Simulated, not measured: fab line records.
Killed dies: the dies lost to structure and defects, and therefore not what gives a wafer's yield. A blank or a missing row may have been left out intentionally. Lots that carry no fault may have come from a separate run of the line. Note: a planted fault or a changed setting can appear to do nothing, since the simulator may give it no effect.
Matching of chambers | flow n5-finfet | N5_BEOL_M2_ETCH_69 on rie-diel-02 has 4 sister chambers
The step etches SiARC in CF4, target depth 15.6 nm, time 26 s. 22 wafers are shown with their chamber, then 11 later ones without.

WAFERS WITH THEIR CHAMBER
wafer  | chamber | showerhead-plenum-p-Torr (Torr) | drypump-motor-current-A (A) | etch-rf-on-time-s (s)
L074.1 | 3       | 2.08                            | 6.0                         | 25.3
L074.2 | 1       | 2.23                            | 5.4                         | 26.5
L074.3 | 0       | 1.97                            | 6.4                         | 25.3
L074.4 | 2       | 2.12                            | 5.8                         | 26.5
L074.5 | 1       | 2.23                            | 5.4                         | 26.4
L074.6 | 2       | 2.12                            | 5.8                         | 26.5
L075.1 | 3       | 2.08                            | 6.0                         | 25.7
L075.3 | 0       | 1.97                            | 6.3                         | 25.8
L075.5 | 2       | 2.12                            | 5.8                         | 26.9
L076.2 | 0       | 1.97                            | 6.4                         | 25.6
L076.3 | 1       | 2.23                            | 5.4                         | 26.4
L076.5 | 3       | 2.08                            | 5.9                         | 25.8
L077.3 | 3       | 2.08                            | 5.9                         | 25.6
L077.5 | 2       | 2.11                            | 5.8                         | 27.0
L077.6 | 1       | 2.23                            | 5.4                         | 26.5
L081.1 | 0       | 1.97                            | 6.3                         | 25.6
L081.3 | 2       | 2.11                            | 5.8                         | 26.8
L081.6 | 2       | 2.11                            | 5.7                         | 26.7
L084.1 | 3       | 2.08                            | 6.0                         | 25.9
L084.2 | 0       | 1.97                            | 6.3                         | 25.6
L084.4 | 3       | 2.07                            | 6.0                         | 25.9
L086.1 | 2       | 2.11                            | 5.8                         | 26.3

SIGNATURES (means of the wafers above)
reading                  | chamber 0 | chamber 1 | chamber 2 | chamber 3 | scatter within a chamber
showerhead-plenum-p-Torr | 1.9700    | 2.2300    | 2.1143    | 2.0783    | 0.00376
drypump-motor-current-A  | 6.340     | 5.400     | 5.786     | 5.967     | 0.0434
etch-rf-on-time-s        | 25.580    | 26.450    | 26.671    | 25.700    | 0.207
Rule: a wafer lies at a distance from a chamber equal to the root of the sum of squares, over the readings, of (its reading less the chamber's mean, divided by the reading's scatter). If the next closest chamber is less than 2 further off than the closest, the wafer can't be placed; otherwise it belongs to the closest. The scatter: take each reading less its chamber's mean, square it, sum over the shown wafers, divide by the number of wafers less the number of chambers, and take the root.

WAFERS WITH NO CHAMBER GIVEN
wafer  | showerhead-plenum-p-Torr (Torr) | drypump-motor-current-A (A) | etch-rf-on-time-s (s)
L086.4 | 2.22                            | 5.4                         | 26.9
L086.6 | 2.07                            | 6.0                         | 26.0
L087.1 | 2.07                            | 6.0                         | 25.7
L087.4 | 2.22                            | 5.4                         | 27.0
L087.5 | 2.07                            | 6.0                         | 25.5
L096.2 | 2.10                            | 5.8                         | 25.9
L096.3 | 2.21                            | 5.4                         | 26.7
L096.5 | 2.10                            | 5.8                         | 25.9
L097.1 | 1.96                            | 6.3                         | 25.5
L097.3 | 2.07                            | 6.0                         | 25.5
L097.5 | 2.07                            | 5.9                         | 25.4

EACH ONE'S CHAMBER
wafer  | from the rows above     | in truth
L086.4 | 1                       | 1
L086.6 | 3                       | 3
L087.1 | 3                       | 3
L087.4 | 1                       | 1
L087.5 | 3                       | 3
L096.2 | can't be placed: 2 or 3 | 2
L096.3 | 1                       | 1
L096.5 | can't be placed: 2 or 3 | 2
L097.1 | 0                       | 0
L097.3 | 3                       | 3
L097.5 | 3                       | 3
Correctly placed: 9 of 11. Unplaceable from these rows: 2, with the true chamber sitting among the candidates in 2. Placed wrongly: 0.
